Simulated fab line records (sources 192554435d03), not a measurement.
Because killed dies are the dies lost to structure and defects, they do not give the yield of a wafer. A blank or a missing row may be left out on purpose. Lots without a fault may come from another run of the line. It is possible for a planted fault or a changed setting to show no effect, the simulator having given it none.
Which tool is to blame? / flow n5_finfet / 34 wafers from 12 lots sampled at 5 of the route's 1938 steps

== WHAT THE GAUGES SHOWED, per wafer ==
No reading from a measuring or inspecting step in the record can be judged against a usual standard deviation.

== EACH LOT AND THE TOOL THAT RAN IT (in order: tool; ch and the chambers of the sampled wafers; start) ==
lot=L838; N5_BEOL_M8_CURE_75=uv_cure-01 ch 1, day 8 21:21; N5_BEOL_M8_PRE_CLEAN_45=pvd_sputter-02, day 8 21:47; N5_BEOL_M8_SURFACE_TREAT_79=pvd_sputter-01, day 8 22:10; N5_BEOL_M8_CMP_52=cmp-01 ch 0,1,2, day 8 23:29; N5_PASSIVATION_PROBE_49=prober-01, day 11 10:26
lot=L839; N5_BEOL_M8_CURE_75=uv_cure-03 ch 2, day 9 18:37; N5_BEOL_M8_PRE_CLEAN_45=pvd_sputter-03, day 9 19:14; N5_BEOL_M8_SURFACE_TREAT_79=pvd_sputter-03, day 9 19:56; N5_BEOL_M8_CMP_52=cmp-03 ch 1,2,3, day 9 20:57; N5_PASSIVATION_PROBE_49=prober-01, day 12 13:37
lot=L840; N5_BEOL_M8_CURE_75=uv_cure-03 ch 2, day 10 10:41; N5_BEOL_M8_PRE_CLEAN_45=pvd_sputter-01, day 10 11:18; N5_BEOL_M8_SURFACE_TREAT_79=pvd_sputter-01, day 10 11:40; N5_BEOL_M8_CMP_52=cmp-01 ch 1,2,3, day 10 12:32; N5_PASSIVATION_PROBE_49=prober-01, day 13 04:17
lot=L842; N5_BEOL_M8_CURE_75=uv_cure-03 ch 2, day 11 01:10; N5_BEOL_M8_PRE_CLEAN_45=pvd_sputter-01, day 11 01:36; N5_BEOL_M8_SURFACE_TREAT_79=pvd_sputter-03, day 11 01:57; N5_BEOL_M8_CMP_52=cmp-01 ch 1,2,3, day 11 02:44; N5_PASSIVATION_PROBE_49=prober-01, day 13 09:22
lot=L844; N5_BEOL_M8_CURE_75=uv_cure-02 ch 2, day 11 04:26; N5_BEOL_M8_PRE_CLEAN_45=pvd_sputter-03, day 11 05:22; N5_BEOL_M8_SURFACE_TREAT_79=pvd_sputter-03, day 11 05:47; N5_BEOL_M8_CMP_52=cmp-02 ch 1,3, day 11 06:32; N5_PASSIVATION_PROBE_49=prober-01, day 13 23:16
lot=L845; N5_BEOL_M8_CURE_75=uv_cure-03 ch 1, day 11 09:05; N5_BEOL_M8_PRE_CLEAN_45=pvd_sputter-03, day 11 09:35; N5_BEOL_M8_SURFACE_TREAT_79=pvd_sputter-03, day 11 10:02; N5_BEOL_M8_CMP_52=cmp-02 ch 0,1,2, day 11 11:51; N5_PASSIVATION_PROBE_49=prober-01, day 14 08:56
lot=L847; N5_BEOL_M8_CURE_75=uv_cure-03 ch 0, day 11 10:44; N5_BEOL_M8_PRE_CLEAN_45=pvd_sputter-02, day 11 11:20; N5_BEOL_M8_SURFACE_TREAT_79=pvd_sputter-02, day 11 11:47; N5_BEOL_M8_CMP_52=cmp-03 ch 0,2,3, day 11 12:39; N5_PASSIVATION_PROBE_49=prober-01, day 14 07:12
lot=L852; N5_BEOL_M8_CURE_75=uv_cure-01 ch 2, day 13 10:43; N5_BEOL_M8_PRE_CLEAN_45=pvd_sputter-03, day 13 11:11; N5_BEOL_M8_SURFACE_TREAT_79=pvd_sputter-01, day 13 11:40; N5_BEOL_M8_CMP_52=cmp-02 ch 1,3, day 13 13:01; N5_PASSIVATION_PROBE_49=prober-02, day 16 00:05
lot=L855; N5_BEOL_M8_CURE_75=uv_cure-01 ch 0, day 14 02:34; N5_BEOL_M8_PRE_CLEAN_45=pvd_sputter-02, day 14 04:23; N5_BEOL_M8_SURFACE_TREAT_79=pvd_sputter-02, day 14 04:44; N5_BEOL_M8_CMP_52=cmp-01 ch 0,1,3, day 14 05:28; N5_PASSIVATION_PROBE_49=prober-02, day 16 23:07
lot=L857; N5_BEOL_M8_CURE_75=uv_cure-01 ch 1, day 14 07:38; N5_BEOL_M8_PRE_CLEAN_45=pvd_sputter-03, day 14 07:50; N5_BEOL_M8_SURFACE_TREAT_79=pvd_sputter-03, day 14 08:13; N5_BEOL_M8_CMP_52=cmp-02 ch 3, day 14 09:07; N5_PASSIVATION_PROBE_49=prober-02, day 17 08:31
lot=L859; N5_BEOL_M8_CURE_75=uv_cure-02 ch 1, day 14 15:09; N5_BEOL_M8_PRE_CLEAN_45=pvd_sputter-02, day 14 16:29; N5_BEOL_M8_SURFACE_TREAT_79=pvd_sputter-03, day 14 16:56; N5_BEOL_M8_CMP_52=cmp-03 ch 0,1,2, day 14 19:11; N5_PASSIVATION_PROBE_49=prober-02, day 17 14:28
lot=L860; N5_BEOL_M8_CURE_75=uv_cure-02 ch 0, day 14 17:03; N5_BEOL_M8_PRE_CLEAN_45=pvd_sputter-01, day 14 17:29; N5_BEOL_M8_SURFACE_TREAT_79=pvd_sputter-03, day 14 19:13; N5_BEOL_M8_CMP_52=cmp-02 ch 2,3, day 14 19:55; N5_PASSIVATION_PROBE_49=prober-01, day 17 18:26
- N5_BEOL_M8_CURE_75: cures SiCOH lowk, time 120 s.
- N5_BEOL_M8_PRE_CLEAN_45: time 30 s.
- N5_BEOL_M8_SURFACE_TREAT_79
- N5_BEOL_M8_CMP_52: polishes, stops on SiCOH lowk, t overpolish 6.9 s, target thk 80 nm.
- N5_PASSIVATION_PROBE_49

== WHAT THE TOOLS THEMSELVES READ (means of the sampled wafers that have a number; where no wafer has one, the mark that the record gives instead) ==
N5_BEOL_M8_CURE_75. Usual: lamp_power_pct 52.31 %, standard deviation 0.053; run_length_s 178.2 s, standard deviation 1.4; wafer_temp_C_max 372.1, standard deviation 0.63.
lot=L838; tool=uv_cure-01; lamp_power_pct (%)=52.34; run_length_s (s)=178.0; wafer_temp_C_max=371.4; flag=
lot=L839; tool=uv_cure-03; lamp_power_pct (%)=52.31; run_length_s (s)=177.1; wafer_temp_C_max=372.7; flag=
lot=L840; tool=uv_cure-03; lamp_power_pct (%)=52.31; run_length_s (s)=177.3; wafer_temp_C_max=372.8; flag=
lot=L842; tool=uv_cure-03; lamp_power_pct (%)=52.32; run_length_s (s)=177.3; wafer_temp_C_max=372.8; flag=
lot=L844; tool=uv_cure-02; lamp_power_pct (%)=52.36; run_length_s (s)=176.9; wafer_temp_C_max=372.9; flag=
lot=L845; tool=uv_cure-03; lamp_power_pct (%)=52.31; run_length_s (s)=177.4; wafer_temp_C_max=371.7; flag=
lot=L847; tool=uv_cure-03; lamp_power_pct (%)=52.29; run_length_s (s)=178.8; wafer_temp_C_max=371.5; flag=
lot=L852; tool=uv_cure-01; lamp_power_pct (%)=51.91; run_length_s (s)=168.9; wafer_temp_C_max=371.2; flag=OFF
lot=L855; tool=uv_cure-01; lamp_power_pct (%)=52.04; run_length_s (s)=171.9; wafer_temp_C_max=372.6; flag=OFF
lot=L857; tool=uv_cure-01; lamp_power_pct (%)=51.44; run_length_s (s)=160.8; wafer_temp_C_max=371.2; flag=OFF
lot=L859; tool=uv_cure-02; lamp_power_pct (%)=52.34; run_length_s (s)=178.5; wafer_temp_C_max=372.3; flag=
lot=L860; tool=uv_cure-02; lamp_power_pct (%)=52.29; run_length_s (s)=178.6; wafer_temp_C_max=371.9; flag=

N5_BEOL_M8_PRE_CLEAN_45. Usual: heater_power_w reads 322 W (standard deviation 26).
lot=L838; tool=pvd_sputter-02; heater_power_w (W)=326; flag=
lot=L839; tool=pvd_sputter-03; heater_power_w (W)=324; flag=
lot=L840; tool=pvd_sputter-01; heater_power_w (W)=329; flag=
lot=L842; tool=pvd_sputter-01; heater_power_w (W)=344; flag=
lot=L844; tool=pvd_sputter-03; heater_power_w (W)=344; flag=
lot=L845; tool=pvd_sputter-03; heater_power_w (W)=325; flag=
lot=L847; tool=pvd_sputter-02; heater_power_w (W)=310; flag=
lot=L852; tool=pvd_sputter-03; heater_power_w (W)=336; flag=
lot=L855; tool=pvd_sputter-02; heater_power_w (W)=310; flag=
lot=L857; tool=pvd_sputter-03; heater_power_w (W)=336; flag=
lot=L859; tool=pvd_sputter-02; heater_power_w (W)=294; flag=
lot=L860; tool=pvd_sputter-01; heater_power_w (W)=325; flag=

N5_BEOL_M8_CMP_52. Usual: barrier_field_endpoint_s 29.0 s, standard deviation 0.67; clearing_platen_down_force_psi 1.500 psi, standard deviation 0.0033; motor_current_A 6.0 A, standard deviation 0.64; overpolish_run_s 6.900 s, standard deviation 0.0096; pad_life_wafers 970, standard deviation 630; time_to_endpoint_s 62.5 s, standard deviation 2.6.
lot=L838; tool=cmp-01; barrier_field_endpoint_s (s)=29.5; clearing_platen_down_force_psi (psi)=1.501; motor_current_A (A)=6.2; overpolish_run_s (s)=6.902; pad_life_wafers=1562; time_to_endpoint_s (s)=64.5; flag=
lot=L839; tool=cmp-03; barrier_field_endpoint_s (s)=29.3; clearing_platen_down_force_psi (psi)=1.501; motor_current_A (A)=6.1; overpolish_run_s (s)=6.903; pad_life_wafers=1688; time_to_endpoint_s (s)=65.2; flag=
lot=L840; tool=cmp-01; barrier_field_endpoint_s (s)=28.3; clearing_platen_down_force_psi (psi)=1.496; motor_current_A (A)=6.1; overpolish_run_s (s)=6.895; pad_life_wafers=1801; time_to_endpoint_s (s)=61.9; flag=
lot=L842; tool=cmp-01; barrier_field_endpoint_s (s)=29.4; clearing_platen_down_force_psi (psi)=1.500; motor_current_A (A)=6.3; overpolish_run_s (s)=6.903; pad_life_wafers=1928; time_to_endpoint_s (s)=63.2; flag=
lot=L844; tool=cmp-02; barrier_field_endpoint_s (s)=29.3; clearing_platen_down_force_psi (psi)=1.500; motor_current_A (A)=6.0; overpolish_run_s (s)=6.906; pad_life_wafers=625; time_to_endpoint_s (s)=61.5; flag=
lot=L845; tool=cmp-02; barrier_field_endpoint_s (s)=29.1; clearing_platen_down_force_psi (psi)=1.501; motor_current_A (A)=5.2; overpolish_run_s (s)=6.899; pad_life_wafers=674; time_to_endpoint_s (s)=64.1; flag=
lot=L847; tool=cmp-03; barrier_field_endpoint_s (s)=28.2; clearing_platen_down_force_psi (psi)=1.500; motor_current_A (A)=6.1; overpolish_run_s (s)=6.891; pad_life_wafers=2025; time_to_endpoint_s (s)=60.2; flag=
lot=L852; tool=cmp-02; barrier_field_endpoint_s (s)=28.5; clearing_platen_down_force_psi (psi)=1.500; motor_current_A (A)=5.4; overpolish_run_s (s)=6.900; pad_life_wafers=1040; time_to_endpoint_s (s)=62.1; flag=
lot=L855; tool=cmp-01; barrier_field_endpoint_s (s)=28.5; clearing_platen_down_force_psi (psi)=1.502; motor_current_A (A)=6.3; overpolish_run_s (s)=6.906; pad_life_wafers=374; time_to_endpoint_s (s)=61.1; flag=
lot=L857; tool=cmp-02; barrier_field_endpoint_s (s)=28.6; clearing_platen_down_force_psi (psi)=1.502; motor_current_A (A)=6.3; overpolish_run_s (s)=6.892; pad_life_wafers=1188; time_to_endpoint_s (s)=60.8; flag=
lot=L859; tool=cmp-03; barrier_field_endpoint_s (s)=29.2; clearing_platen_down_force_psi (psi)=1.499; motor_current_A (A)=6.2; overpolish_run_s (s)=6.898; pad_life_wafers=615; time_to_endpoint_s (s)=60.2; flag=
lot=L860; tool=cmp-02; barrier_field_endpoint_s (s)=29.3; clearing_platen_down_force_psi (psi)=1.500; motor_current_A (A)=5.7; overpolish_run_s (s)=6.893; pad_life_wafers=1284; time_to_endpoint_s (s)=65.8; flag=

N5_PASSIVATION_PROBE_49. Usual: defect_limited_yield 91.4 %, standard deviation 1.6; killed_at_M0_to_M3 34, standard deviation 10; killed_at_M4_up 12, standard deviation 4.8; killed_at_contacts 11, standard deviation 6.2; killed_at_front_end 39, standard deviation 13; killed_at_other 4, standard deviation 3.1; killed_dies 101, standard deviation 19; killed_open 67, standard deviation 14; killed_short 32, standard deviation 8.3; sort_bin_5_function 5.0 %, standard deviation 1; sort_bin_6_memory 3.2 %, standard deviation 0.76; sort_bin_8_speed 0.00 %, standard deviation 0.026; sort_n_pass 1079, standard deviation 19; sort_yield_pct 91.4 %, standard deviation 1.6.
lot=L838; tool=prober-01; defect_limited_yield (%)=92.6; killed_at_M0_to_M3=30; killed_at_M4_up=13; killed_at_contacts=6; killed_at_front_end=37; killed_at_other=1; killed_dies=87; killed_open=60; killed_short=26; sort_bin_5_function (%)=4.7; sort_bin_6_memory (%)=2.2; sort_bin_8_speed (%)=0.00; sort_n_pass=1093; sort_yield_pct (%)=92.6; flag=
lot=L839; tool=prober-01; defect_limited_yield (%)=92.9; killed_at_M0_to_M3=28; killed_at_M4_up=11; killed_at_contacts=11; killed_at_front_end=31; killed_at_other=4; killed_dies=84; killed_open=56; killed_short=25; sort_bin_5_function (%)=4.0; sort_bin_6_memory (%)=2.8; sort_bin_8_speed (%)=0.08; sort_n_pass=1095; sort_yield_pct (%)=92.8; flag=OFF
lot=L840; tool=prober-01; defect_limited_yield (%)=92.1; killed_at_M0_to_M3=29; killed_at_M4_up=14; killed_at_contacts=8; killed_at_front_end=33; killed_at_other=9; killed_dies=93; killed_open=56; killed_short=34; sort_bin_5_function (%)=4.8; sort_bin_6_memory (%)=2.6; sort_bin_8_speed (%)=0.00; sort_n_pass=1087; sort_yield_pct (%)=92.1; flag=
lot=L842; tool=prober-01; defect_limited_yield (%)=91.7; killed_at_M0_to_M3=43; killed_at_M4_up=12; killed_at_contacts=7; killed_at_front_end=33; killed_at_other=3; killed_dies=98; killed_open=64; killed_short=32; sort_bin_5_function (%)=5.0; sort_bin_6_memory (%)=3.1; sort_bin_8_speed (%)=0.00; sort_n_pass=1082; sort_yield_pct (%)=91.7; flag=
lot=L844; tool=prober-01; defect_limited_yield (%)=90.9; killed_at_M0_to_M3=45; killed_at_M4_up=11; killed_at_contacts=7; killed_at_front_end=37; killed_at_other=7; killed_dies=107; killed_open=59; killed_short=46; sort_bin_5_function (%)=5.4; sort_bin_6_memory (%)=3.2; sort_bin_8_speed (%)=0.00; sort_n_pass=1073; sort_yield_pct (%)=90.9; flag=
lot=L845; tool=prober-01; defect_limited_yield (%)=92.1; killed_at_M0_to_M3=38; killed_at_M4_up=9; killed_at_contacts=13; killed_at_front_end=30; killed_at_other=4; killed_dies=93; killed_open=61; killed_short=32; sort_bin_5_function (%)=4.6; sort_bin_6_memory (%)=3.3; sort_bin_8_speed (%)=0.00; sort_n_pass=1087; sort_yield_pct (%)=92.1; flag=
lot=L847; tool=prober-01; defect_limited_yield (%)=93.0; killed_at_M0_to_M3=23; killed_at_M4_up=12; killed_at_contacts=11; killed_at_front_end=29; killed_at_other=7; killed_dies=82; killed_open=54; killed_short=26; sort_bin_5_function (%)=4.0; sort_bin_6_memory (%)=2.7; sort_bin_8_speed (%)=0.00; sort_n_pass=1098; sort_yield_pct (%)=93.0; flag=
lot=L852; tool=prober-02; defect_limited_yield (%)=90.2; killed_at_M0_to_M3=32; killed_at_M4_up=16; killed_at_contacts=8; killed_at_front_end=56; killed_at_other=2; killed_dies=115; killed_open=78; killed_short=34; sort_bin_5_function (%)=5.4; sort_bin_6_memory (%)=4.0; sort_bin_8_speed (%)=0.00; sort_n_pass=1065; sort_yield_pct (%)=90.2; flag=
lot=L855; tool=prober-02; defect_limited_yield (%)=90.7; killed_at_M0_to_M3=29; killed_at_M4_up=20; killed_at_contacts=10; killed_at_front_end=44; killed_at_other=6; killed_dies=109; killed_open=71; killed_short=38; sort_bin_5_function (%)=5.7; sort_bin_6_memory (%)=3.3; sort_bin_8_speed (%)=0.00; sort_n_pass=1071; sort_yield_pct (%)=90.7; flag=
lot=L857; tool=prober-02; defect_limited_yield (%)=91.2; killed_at_M0_to_M3=23; killed_at_M4_up=16; killed_at_contacts=14; killed_at_front_end=48; killed_at_other=2; killed_dies=104; killed_open=68; killed_short=34; sort_bin_5_function (%)=4.9; sort_bin_6_memory (%)=3.7; sort_bin_8_speed (%)=0.00; sort_n_pass=1076; sort_yield_pct (%)=91.2; flag=
lot=L859; tool=prober-02; defect_limited_yield (%)=93.5; killed_at_M0_to_M3=28; killed_at_M4_up=10; killed_at_contacts=9; killed_at_front_end=26; killed_at_other=3; killed_dies=77; killed_open=48; killed_short=28; sort_bin_5_function (%)=3.9; sort_bin_6_memory (%)=2.6; sort_bin_8_speed (%)=0.00; sort_n_pass=1103; sort_yield_pct (%)=93.5; flag=
lot=L860; tool=prober-01; defect_limited_yield (%)=93.1; killed_at_M0_to_M3=39; killed_at_M4_up=9; killed_at_contacts=4; killed_at_front_end=27; killed_at_other=3; killed_dies=81; killed_open=53; killed_short=27; sort_bin_5_function (%)=4.1; sort_bin_6_memory (%)=2.5; sort_bin_8_speed (%)=0.00; sort_n_pass=1099; sort_yield_pct (%)=93.1; flag=

== THE ANSWER, worked out from the rows above alone ==
Rule: take the mean of a lot's wafers that have a number; if it is more than 3 standard deviations from the usual mean, the lot is off. A lot without any number at a reading at which 4 lots or more have one is off too. Any other lot the step has rows for is counted as sound. The gauges are gone through in route order, then the tools' own readings, and for those a lot's mean is taken as printed above. The first step at which some lot is off is used, and at that step the reading that is off furthest; a lot without a number counts as furthest.
Off at N5_BEOL_M8_CURE_75 (lamp_power_pct): L852, L855, L857.
A tool fits if, at that step or a process step before it, it ran every lot that is off, and no sound lot after the first of them. One fits: N5_BEOL_M8_CURE_75 on uv_cure-01. A fault onset in the window from L838 (day 8 21:21, its last sound lot) to L852 (day 13 10:43, its first lot off) fits.
The tool's own readings at N5_BEOL_M8_CURE_75 bear it out: on the lots that are off they differ by more than 5 times the standard deviation of the sound lots' means. lamp_power_pct reads 51.80 % there against 52.32 % on the sound lots; run_length_s reads 167.2 s there against 177.8 s on the sound lots.

== WHAT THE SIMULATOR HAD PUT IN ==
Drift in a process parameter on uv_cure-01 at N5_BEOL_M8_CURE_75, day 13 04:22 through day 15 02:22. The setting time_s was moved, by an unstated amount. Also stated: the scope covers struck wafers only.
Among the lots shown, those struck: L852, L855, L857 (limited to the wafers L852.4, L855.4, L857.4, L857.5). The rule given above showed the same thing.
